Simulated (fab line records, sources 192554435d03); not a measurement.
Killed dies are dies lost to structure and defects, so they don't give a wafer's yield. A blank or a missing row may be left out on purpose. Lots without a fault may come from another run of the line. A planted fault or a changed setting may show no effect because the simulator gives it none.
Which tool did it? | flow n5_finfet | 11 lots, 31 wafers sampled, at 5 steps of a route of 1938

WHAT THE GAUGES READ, wafer by wafer
N5_BEOL_M5_THK_MEAS_53: measures by xrf.
lot  | measured     | on            | M5_THK (nm)
L110 | day 9 12:33  | film_metro-01 | 64.6 64.8 63.5
L111 | day 9 14:36  | film_metro-02 | 63.7 65.0 66.5
L116 | day 10 05:07 | film_metro-01 | 59.3 60.9 63.1
L114 | day 10 12:17 | film_metro-01 | 58.8 57.8 57.8
L118 | day 10 15:46 | film_metro-02 | 60.9 62.6 64.3
L119 | day 11 10:16 | film_metro-01 | 62.5 56.2 59.3
L126 | day 13 01:40 | film_metro-02 | 64.5 61.5
L128 | day 13 07:23 | film_metro-01 | 64.6 64.9 61.1
L130 | day 14 13:56 | film_metro-01 | 62.9 61.9 63.1
L132 | day 14 22:15 | film_metro-01 | 66.1 64.5 63.8
L131 | day 15 17:53 | film_metro-02 | 58.9 63.7

WHICH TOOL RAN EACH LOT (tool, then ch and the chambers of the sampled wafers, then the start)
lot  | N5_BEOL_M5_ALD_86                   | N5_BEOL_M5_SPUTTER_83        | N5_BEOL_M5_ECD_50              | N5_BEOL_M5_CMP_52
L110 | ald_metal-02 ch 0,1,2, day 9 06:22  | pvd_sputter-01, day 9 09:35  | ecd_cu-02 ch 0,1, day 9 11:52  | cmp-04 ch 0,2, day 9 12:17
L111 | ald_metal-03 ch 0,2,3, day 9 08:47  | pvd_sputter-03, day 9 11:38  | ecd_cu-01 ch 0,1, day 9 13:56  | cmp-02 ch 1,2, day 9 14:19
L116 | ald_metal-03 ch 0,2, day 9 23:12    | pvd_sputter-01, day 10 02:09 | ecd_cu-02 ch 0,1, day 10 04:26 | cmp-02 ch 0,1,2, day 10 04:52
L114 | ald_metal-02 ch 1,2,3, day 10 06:36 | pvd_sputter-03, day 10 09:19 | ecd_cu-02 ch 0,1, day 10 11:37 | cmp-03 ch 0,2,3, day 10 12:01
L118 | ald_metal-03 ch 0,1,2, day 10 10:00 | pvd_sputter-01, day 10 12:48 | ecd_cu-02 ch 0,1, day 10 15:05 | cmp-02 ch 1,2,3, day 10 15:28
L119 | ald_metal-02 ch 0,3, day 11 04:20   | pvd_sputter-03, day 11 06:58 | ecd_cu-02 ch 0,1, day 11 09:16 | cmp-02 ch 0,2,3, day 11 09:59
L126 | ald_metal-02 ch 0,3, day 12 19:15   | pvd_sputter-03, day 12 22:42 | ecd_cu-01 ch 1, day 13 00:59   | cmp-02 ch 0,2, day 13 01:25
L128 | ald_metal-01 ch 1,2, day 13 01:34   | pvd_sputter-03, day 13 04:20 | ecd_cu-01 ch 1, day 13 06:38   | cmp-02 ch 0,2,3, day 13 07:10
L130 | ald_metal-02 ch 0,2,3, day 14 07:56 | pvd_sputter-02, day 14 10:58 | ecd_cu-01 ch 0,1, day 14 13:16 | cmp-03 ch 0,1,2, day 14 13:41
L132 | ald_metal-01 ch 0,1, day 14 15:54   | pvd_sputter-02, day 14 19:01 | ecd_cu-01 ch 0,1, day 14 21:18 | cmp-02 ch 2,3, day 14 21:57
L131 | ald_metal-01 ch 1,3, day 15 12:13   | pvd_sputter-01, day 15 14:55 | ecd_cu-02 ch 0, day 15 17:14   | cmp-04 ch 0,1, day 15 17:40
- N5_BEOL_M5_ALD_86: deposits TaN, pulse time 2 s, purge time 3 s, co reactant purge time 2 s.
- N5_BEOL_M5_SPUTTER_83: material Cu, target thk 15 nm, time 27.62 s.
- N5_BEOL_M5_ECD_50: material Cu, target thk 300 nm.
- N5_BEOL_M5_CMP_52: polishes, stops on SiCOH lowk, t overpolish 6.9 s, target thk 62 nm.

WHAT THE TOOLS THEMSELVES READ (means of the sampled wafers that have a number; where no wafer has one, the mark that the record gives instead)
N5_BEOL_M5_ALD_86.
lot  | tool         | heater_power_w (W) | precursor_vessel_pressure_torr (Torr)
L110 | ald_metal-02 | 486                | 26.24
L111 | ald_metal-03 | 375                | 26.27
L116 | ald_metal-03 | 391                | 26.21
L114 | ald_metal-02 | 444                | 26.27
L118 | ald_metal-03 | 407                | 26.22
L119 | ald_metal-02 | 425                | 26.27
L126 | ald_metal-02 | 438                | 26.27
L128 | ald_metal-01 | 442                | 26.22
L130 | ald_metal-02 | 428                | 26.26
L132 | ald_metal-01 | 411                | 26.32
L131 | ald_metal-01 | 417                | 26.25

N5_BEOL_M5_SPUTTER_83.
lot  | tool           | chuck_gas_flow_sccm (sccm) | throttle_valve_pct (%)
L110 | pvd_sputter-01 | 1.26                       | 30.2
L111 | pvd_sputter-03 | 1.29                       | 30.6
L116 | pvd_sputter-01 | 1.25                       | 30.0
L114 | pvd_sputter-03 | 1.26                       | 31.4
L118 | pvd_sputter-01 | 1.26                       | 29.4
L119 | pvd_sputter-03 | 1.24                       | 31.4
L126 | pvd_sputter-03 | 1.24                       | 31.1
L128 | pvd_sputter-03 | 1.26                       | 31.7
L130 | pvd_sputter-02 | 1.28                       | 30.0
L132 | pvd_sputter-02 | 1.32                       | 30.1
L131 | pvd_sputter-01 | 1.31                       | 30.2

N5_BEOL_M5_CMP_52.
lot  | tool   | clearing_platen_rpm (rpm) | head_pressure_psi (psi) | motor_current_A (A) | slurry_filter_dp_kPa (kPa) | slurry_flow_ml_min | time_to_endpoint_s (s)
L110 | cmp-04 | 50.024                    | 1.0017                  | 5.9                 | 13.61                      | 150.0              | 64
L111 | cmp-02 | 50.020                    | 1.0015                  | 6.8                 | 13.50                      | 150.1              | 63
L116 | cmp-02 | 50.014                    | 1.0001                  | 6.5                 | 13.57                      | 149.8              | 61
L114 | cmp-03 | 50.009                    | 0.9995                  | 5.6                 | 13.58                      | 150.3              | 45
L118 | cmp-02 | 50.020                    | 0.9999                  | 6.3                 | 13.59                      | 149.9              | 57
L119 | cmp-02 | 50.007                    | 1.0001                  | 6.0                 | 13.44                      | 150.2              | 55
L126 | cmp-02 | 50.017                    | 0.9999                  | 6.2                 | 13.60                      | 149.5              | 60
L128 | cmp-02 | 50.000                    | 0.9992                  | 6.0                 | 13.50                      | 150.3              | 64
L130 | cmp-03 | 49.996                    | 1.0003                  | 6.4                 | 13.34                      | 149.8              | 60
L132 | cmp-02 | 50.025                    | 0.9991                  | 5.7                 | 13.44                      | 150.2              | 68
L131 | cmp-04 | 49.973                    | 0.9971                  | 5.8                 | 13.55                      | 149.8              | 57

THE ANSWER, worked out from the rows above alone
Rule: what is usual is taken from the lots themselves. Put in order of their means at a reading, lots are off if they are a third of the lots or fewer, leave a main group of 4 or more, and stand apart from it by a gap of 3 or more times the standard deviation of the main group's means; of several such gaps the widest counts. A main group whose means are all the same, to the digits that the tables above print for the reading, isn't used. A lot without any number at a reading at which 4 lots or more have one is off too. The other lots that the step has rows for count as sound. The gauges are gone through in route order, then the tools' own readings, and for those a lot's mean is taken as printed above. The first step at which some lot is off is used, and at that step the reading that is off furthest; a lot without a number counts as furthest.
No lot is off at any reading shown: from this, nothing can be told.

WHAT THE SIMULATOR HAD PUT IN
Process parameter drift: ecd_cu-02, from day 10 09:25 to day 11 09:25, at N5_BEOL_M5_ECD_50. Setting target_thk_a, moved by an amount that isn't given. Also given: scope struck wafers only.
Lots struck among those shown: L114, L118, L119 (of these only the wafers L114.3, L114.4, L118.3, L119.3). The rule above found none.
